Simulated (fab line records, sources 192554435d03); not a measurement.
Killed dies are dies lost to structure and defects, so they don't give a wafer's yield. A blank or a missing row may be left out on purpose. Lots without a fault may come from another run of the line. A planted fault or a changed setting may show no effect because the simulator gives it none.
Chamber matching | flow n5_finfet | N5_BEOL_M0_SAQP_STRIP_75 on rie_diel-06: 4 sister chambers
The step strips in CF4. 4 wafers are shown with their chamber, then 7 later ones without.

WAFERS WITH THEIR CHAMBER
wafer  | chamber | showerhead_plenum_p_Torr (Torr)
L711.5 | 0       | 1.71
L721.2 | 3       | 1.76
L721.6 | 1       | 1.85
L722.2 | 2       | 1.72

WAFERS WITHOUT THEIR CHAMBER
wafer  | showerhead_plenum_p_Torr (Torr)
L722.4 | 1.85
L723.1 | 1.72
L723.4 | 1.75
L723.5 | 1.85
L727.1 | 1.85
L727.3 | 1.75
L727.4 | 1.85

WHICH CHAMBER EACH WENT THROUGH
wafer  | from the rows above     | in truth
L722.4 | 1                       | 1
L723.1 | can't be placed: 2 or 0 | 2
L723.4 | 3                       | 3
L723.5 | 1                       | 1
L727.1 | 1                       | 1
L727.3 | 3                       | 3
L727.4 | 1                       | 1
Placed correctly: 6 of 7. Can't be placed from these rows: 1 (the true chamber is among the candidates in 1). Placed wrongly: 0.
How it was worked out, from the rows above alone: a wafer's distance from a chamber is the root of the sum, over the readings, of the square of ((its reading less the chamber's mean) divided by the reading's scatter). The wafer belongs to the nearest chamber; if the next one is less than 2 further off, it can't be placed. A chamber's mean is the mean of its shown wafers. The scatter: with one shown wafer a chamber, the root of the mean of the squares of how far each hidden wafer lies from its nearest shown one.
